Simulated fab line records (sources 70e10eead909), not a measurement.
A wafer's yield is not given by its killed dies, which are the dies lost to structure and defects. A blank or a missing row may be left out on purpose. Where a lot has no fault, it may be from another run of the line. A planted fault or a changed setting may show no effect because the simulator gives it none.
Chamber matching :: flow nand_harc :: rie_diel-03 running NHARC_A_STAIRCASE_TRIM_196: 4 sister chambers
The step chemistry O2, time 211.2 s. 4 wafers are shown with their chamber, then 7 later ones without.

== EACH WAFER AND ITS CHAMBER ==
wafer: L080.3
chamber: 3
showerhead_plenum_p_Torr (Torr): 3.71

wafer: L081.2
chamber: 1
showerhead_plenum_p_Torr (Torr): 3.33

wafer: L084.1
chamber: 0
showerhead_plenum_p_Torr (Torr): 3.28

wafer: L084.2
chamber: 2
showerhead_plenum_p_Torr (Torr): 3.50

== WAFERS MISSING THEIR CHAMBER ==
wafer: L084.3
showerhead_plenum_p_Torr (Torr): 3.33

wafer: L090.1
showerhead_plenum_p_Torr (Torr): 3.32

wafer: L090.3
showerhead_plenum_p_Torr (Torr): 3.49

wafer: L090.6
showerhead_plenum_p_Torr (Torr): 3.69

wafer: L097.2
showerhead_plenum_p_Torr (Torr): 3.31

wafer: L097.4
showerhead_plenum_p_Torr (Torr): 3.27

wafer: L097.5
showerhead_plenum_p_Torr (Torr): 3.27

== WHICH CHAMBER EACH ONE RAN IN ==
wafer: L084.3
from the rows above: 1
in truth: 1

wafer: L090.1
from the rows above: 1
in truth: 1

wafer: L090.3
from the rows above: 2
in truth: 2

wafer: L090.6
from the rows above: 3
in truth: 3

wafer: L097.2
from the rows above: can't be placed: 1 or 0
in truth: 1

wafer: L097.4
from the rows above: 0
in truth: 0

wafer: L097.5
from the rows above: 0
in truth: 0
6 of 7 placed correctly. Not placeable from these rows: 1 (in 1, the candidates include the true chamber). Placed wrongly: 0.
How it was worked out, from the rows above alone: a wafer's distance from a chamber is the root of the sum, over the readings, of the square of ((its reading less the chamber's mean) divided by the reading's scatter). The wafer belongs to the nearest chamber; if the next one is less than 2 further off, it can't be placed. For every chamber, the mean is computed from those of its wafers that are shown. The scatter (one wafer shown for each chamber): square how far every hidden wafer sits from the nearest shown wafer, average those squares and take the square root.
